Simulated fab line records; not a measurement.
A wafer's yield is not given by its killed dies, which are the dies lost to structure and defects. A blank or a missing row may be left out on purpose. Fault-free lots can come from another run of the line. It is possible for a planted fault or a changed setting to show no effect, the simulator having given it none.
Matching of chambers    flow nand_harc    NHARC_A_STAIRCASE_TRIM_12 on rie_diel-10: 4 sister chambers
The step chemistry O2, time 211.2 s. 4 wafers are shown with their chamber, then 12 later ones without.

WAFERS WITH THEIR CHAMBER
wafer   chamber  showerhead_plenum_p_Torr (Torr)
L088.4  3        3.71
L088.1  1        3.31
L088.2  2        3.36
L088.6  0        3.42

WAFERS MISSING THEIR CHAMBER
wafer   showerhead_plenum_p_Torr (Torr)
L093.1  3.35
L093.2  3.30
L093.5  3.35
L094.1  3.35
L094.2  3.41
L094.3  3.30
L094.4  3.69
L094.5  3.35
L094.6  3.69
L095.1  3.69
L095.3  3.35
L095.5  3.41

WHICH CHAMBER EACH WENT THROUGH
wafer   from the rows above  in truth
L093.1  2                    2
L093.2  1                    1
L093.5  2                    2
L094.1  2                    2
L094.2  0                    0
L094.3  1                    1
L094.4  3                    3
L094.5  2                    2
L094.6  3                    3
L095.1  3                    3
L095.3  2                    2
L095.5  0                    0
Placed correctly: 12 of 12. From these rows, 0 cannot be placed. Number placed wrongly: 0.
How it was worked out, from the rows above alone: a wafer's distance from a chamber is the root of the sum, over the readings, of the square of ((its reading less the chamber's mean) divided by the reading's scatter). The wafer belongs to the nearest chamber; if the next one is less than 2 further off, it can't be placed. For every chamber, the mean is computed from those of its wafers that are shown. The scatter (one wafer shown for each chamber): square how far every hidden wafer sits from the nearest shown wafer, average those squares and take the square root.
